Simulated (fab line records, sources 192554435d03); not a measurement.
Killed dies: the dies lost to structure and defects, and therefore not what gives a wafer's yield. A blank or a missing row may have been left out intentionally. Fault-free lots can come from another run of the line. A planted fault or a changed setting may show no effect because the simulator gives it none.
What tool caused it?    flow n5 finfet    Sampling: 9 lots, 27 wafers, 5 of 1938 route steps

## WHAT THE GAUGES SHOWED, per wafer
N5_BEOL_M4_RC_MEAS_101. Usual: DIBL_N 36.5 mV/V, standard deviation 1.4; DIBL_P 36.9 mV/V, standard deviation 1.7; IOFF_N 0.163 nA/um, standard deviation 0.023; IOFF_P 0.22 nA/um, standard deviation 0.032; ION_N 673 uA/um, standard deviation 9; ION_P 462 uA/um, standard deviation 7.5; SS_N 71.6 mV/dec, standard deviation 0.54; SS_P 73.4 mV/dec, standard deviation 0.62; VT_N 249.8 mV, standard deviation 2.8; VT_P -250 mV, standard deviation 3.5.
lot   measured      on         DIBL_N (mV/V)   DIBL_P (mV/V)   IOFF_N (nA/um)     IOFF_P (nA/um)  ION_N (uA/um)  ION_P (uA/um)  SS_N (mV/dec)   SS_P (mV/dec)   VT_N (mV)          VT_P (mV)       flag
L885  day 7 23:18   prober-01  35.0 37.3 36.1  35.9 38.7 37.2  0.143 0.184 0.163  0.21 0.26 0.23  657 680 663    457 468 460    71.2 71.9 72.0  73.6 74.2 73.8  253.3 247.2 250.5  -248 -245 -249  
L888  day 8 20:10   prober-01  37.6 37.0 36.0  36.9 35.2 35.0  0.182 0.159 0.147  0.29 0.25 0.25  679 663 675    470 466 472    71.9 72.1 71.5  72.8 73.0 72.7  247.3 249.2 251.0  -242 -245 -243  
L890  day 9 05:38   prober-01  35.7 37.9 37.6  35.3 38.6 37.6  0.135 0.182 0.172  0.19 0.24 0.22  663 680 689    459 464 470    71.3 71.5 71.0  73.8 74.6 74.1  253.6 247.2 249.3  -253 -248 -251  
L896  day 11 05:37  prober-02  37.6 35.4 36.4  38.3 34.8 36.9  0.190 0.134 0.165  0.26 0.19 0.23  675 655 686    466 447 467    71.9 70.7 71.2  73.5 72.7 73.6  247.7 255.9 248.5  -248 -253 -251  
L900  day 12 08:54  prober-02  38.2 35.8 35.6  39.0 36.5 35.4  0.202 0.160 0.148  0.26 0.21 0.19  680 660 676    470 454 460    71.1 71.4 71.3  73.4 72.9 73.3  245.6 248.4 250.4  -246 -249 -252  
L904  day 12 18:17  prober-02  37.8 35.1 34.4  39.6 36.1 35.9  0.191 0.142 0.128  0.22 0.17 0.17  679 671 656    457 448 454    71.9 71.0 70.8  74.2 73.7 73.8  247.5 251.1 255.7  -252 -258 -254  
L907  day 13 15:49  prober-02  37.3 38.3 37.7  36.0 37.0 35.6  0.184 0.213 0.183  0.25 0.29 0.25  675 673 673    464 460 462    71.8 71.7 72.7  73.7 74.9 74.1  246.7 245.4 249.9  -246 -246 -247  
L905  day 13 19:39  prober-01  32.4 33.6 33.5  32.4 34.1 33.6  0.116 0.125 0.126  0.17 0.18 0.17  662 672 670    457 472 458    70.1 70.4 70.2  72.2 72.7 72.0  252.3 252.2 247.5  -253 -251 -254  
L906  day 13 21:52  prober-02  37.4 35.0 37.4  36.8 33.4 36.2  0.154 0.117 0.156  0.21 0.16 0.20  669 668 664    464 456 455    71.8 71.4 71.9  73.0 72.8 73.4  251.2 254.7 252.8  -249 -253 -249  

## TOOL THAT RAN EACH LOT (tool first, then ch and the chambers of the sampled wafers, then the start)
lot   N5_BEOL_M3_ETCHBACK_99              N5_BEOL_M3_VIA_ETCH_34              N5_BEOL_M3_ANNEAL_80          N5_BEOL_M3_SPUTTER_81
L885  rie diel-01 ch 0,1,3, day 7 07:32   rie diel-01 ch 0,1,3, day 7 07:40   pvd sputter-02, day 7 09:27   pvd sputter-02, day 7 09:35
L888  rie diel-01 ch 1,2,3, day 8 03:10   rie diel-01 ch 1,2,3, day 8 03:18   pvd sputter-01, day 8 04:37   pvd sputter-01, day 8 04:45
L890  rie diel-01 ch 0,1,2, day 8 13:08   rie diel-01 ch 0,1,2, day 8 13:16   pvd sputter-01, day 8 15:08   pvd sputter-01, day 8 15:17
L896  rie diel-01 ch 0,2,3, day 10 12:27  rie diel-01 ch 0,2,3, day 10 12:35  pvd sputter-02, day 10 15:38  pvd sputter-02, day 10 15:46
L900  rie diel-02 ch 0,2,3, day 11 14:53  rie diel-02 ch 0,2,3, day 11 15:02  pvd sputter-01, day 11 16:59  pvd sputter-01, day 11 17:07
L904  rie diel-06 ch 0,2, day 12 02:30    rie diel-06 ch 0,2, day 12 02:38    pvd sputter-01, day 12 04:29  pvd sputter-01, day 12 04:38
L907  rie diel-01 ch 0,2, day 12 19:48    rie diel-01 ch 0,2, day 12 19:56    pvd sputter-02, day 12 21:32  pvd sputter-02, day 12 21:41
L905  rie diel-02 ch 1,2, day 13 06:50    rie diel-02 ch 1,2, day 13 06:59    pvd sputter-01, day 13 08:46  pvd sputter-01, day 13 08:54
L906  rie diel-06 ch 0,3, day 13 07:42    rie diel-06 ch 0,3, day 13 07:50    pvd sputter-03, day 13 10:31  pvd sputter-03, day 13 10:40
- N5_BEOL_M3_ETCHBACK_99: etches SiO2 in CHF3, target depth 5 nm, time 10.4 s.
- N5_BEOL_M3_VIA_ETCH_34: etches the open film in C4F6/O2, target depth 69.4 nm, time 65.9 s.
- N5_BEOL_M3_ANNEAL_80: time 240 s.
- N5_BEOL_M3_SPUTTER_81: material Cu, target thk 4.5 nm, time 8.29 s.

## AS READ BY THE TOOLS THEMSELVES (means over the sampled wafers that have a number; for cases with no such wafer, the mark the record gives instead)
N5_BEOL_M3_ETCHBACK_99. Usual: drypump motor current A 5.4 A, standard deviation 0.52; oes product au 0.74 a.u., standard deviation 0.056; rf vpp V 239.8 V, standard deviation 2.8; showerhead plenum p Torr 2.12 Torr, standard deviation 0.083; throttle valve pct 17.08 %, standard deviation 0.21.
lot   tool         drypump motor current A (A)  oes product au (a.u.)  rf vpp V (V)  showerhead plenum p Torr (Torr)  throttle valve pct (%)  flag
L885  rie diel-01  5.3                          0.74                   240.0         2.13                             17.13                   
L888  rie diel-01  5.6                          0.71                   241.0         2.17                             17.14                   
L890  rie diel-01  5.4                          0.74                   239.3         2.13                             17.05                   
L896  rie diel-01  5.8                          0.72                   238.6         2.09                             17.01                   
L900  rie diel-02  5.4                          0.78                   241.8         2.16                             16.94                   
L904  rie diel-06  5.2                          0.71                   238.7         2.09                             17.25                   
L907  rie diel-01  5.7                          0.73                   238.7         2.04                             16.95                   
L905  rie diel-02  5.9                          0.73                   237.9         2.05                             16.98                   
L906  rie diel-06  5.5                          0.79                   244.2         2.19                             17.21                   

N5_BEOL_M3_VIA_ETCH_34. Usual: drypump motor current A 5.4 A, standard deviation 0.52; oes_o_777_au 0.75 a.u., standard deviation 0.057; oes product au 0.74 a.u., standard deviation 0.056; rf vpp V 663 V, standard deviation 7.3; showerhead plenum p Torr 2.80 Torr, standard deviation 0.11; throttle valve pct 30.76 %, standard deviation 0.25.
lot   tool         drypump motor current A (A)  oes_o_777_au (a.u.)  oes product au (a.u.)  rf vpp V (V)  showerhead plenum p Torr (Torr)  throttle valve pct (%)  flag
L885  rie diel-01  5.3                          0.75                 0.74                   663           2.81                             30.88                   
L888  rie diel-01  5.6                          0.72                 0.72                   665           2.87                             30.82                   
L890  rie diel-01  5.5                          0.75                 0.75                   664           2.81                             30.73                   
L896  rie diel-01  5.8                          0.73                 0.73                   662           2.76                             30.68                   
L900  rie diel-02  5.4                          0.77                 0.77                   668           2.85                             30.63                   
L904  rie diel-06  5.2                          0.72                 0.72                   660           2.76                             30.94                   
L907  rie diel-01  5.7                          0.75                 0.74                   661           2.69                             30.61                   
L905  rie diel-02  5.9                          0.74                 0.74                   660           2.71                             30.57                   
L906  rie diel-06  5.5                          0.78                 0.79                   675           2.89                             30.94                   

N5_BEOL_M3_ANNEAL_80. Usual: heater power w 825 W, standard deviation 83.
lot   tool            heater power w (W)  flag
L885  pvd sputter-02  862                 
L888  pvd sputter-01  794                 
L890  pvd sputter-01  786                 
L896  pvd sputter-02  785                 
L900  pvd sputter-01  837                 
L904  pvd sputter-01  803                 
L907  pvd sputter-02  805                 
L905  pvd sputter-01  833                 
L906  pvd sputter-03  812                 

N5_BEOL_M3_SPUTTER_81. Usual: chamber pressure pa 0.06999 Pa, standard deviation 0.00014; chuck gas flow sccm 1.27 sccm, standard deviation 0.054; throttle valve pct 29.6 %, standard deviation 1.1.
lot   tool            chamber pressure pa (Pa)  chuck gas flow sccm (sccm)  throttle valve pct (%)  flag
L885  pvd sputter-02  0.06996                   1.26                        29.8                    
L888  pvd sputter-01  0.06978                   1.25                        30.1                    
L890  pvd sputter-01  0.06993                   1.25                        29.4                    
L896  pvd sputter-02  0.06998                   1.29                        30.7                    
L900  pvd sputter-01  0.07007                   1.32                        28.8                    
L904  pvd sputter-01  -                         -                           -                       OFF
L907  pvd sputter-02  -                         -                           -                       OFF
L905  pvd sputter-01  -                         -                           -                       OFF
L906  pvd sputter-03  0.06992                   1.29                        29.7                    

## THE ANSWER, worked out from the rows above alone
Rule: take the mean of a lot's wafers that have a number; if it is more than 3 standard deviations from the usual mean, the lot is off. A lot without any number at a reading at which 4 lots or more have one is off too. Where the step has rows for the other lots, those lots are counted as sound. After the gauges, taken in route order, come the tools' own readings; for these a lot's mean is taken, as printed above. At the first step where some lot is off, the reading lying furthest off is the one used; lots without a number count as furthest.
Off: L904, L907, L905, at N5_BEOL_M3_SPUTTER_81 (chamber pressure pa). Without a number there: L904, L907, L905.
If a tool, at that step or one of the process steps before it, ran each lot that is off and ran no sound lot following the first of them, it fits. None of those tried fits.

## WHAT THE SIMULATOR HAD INSERTED
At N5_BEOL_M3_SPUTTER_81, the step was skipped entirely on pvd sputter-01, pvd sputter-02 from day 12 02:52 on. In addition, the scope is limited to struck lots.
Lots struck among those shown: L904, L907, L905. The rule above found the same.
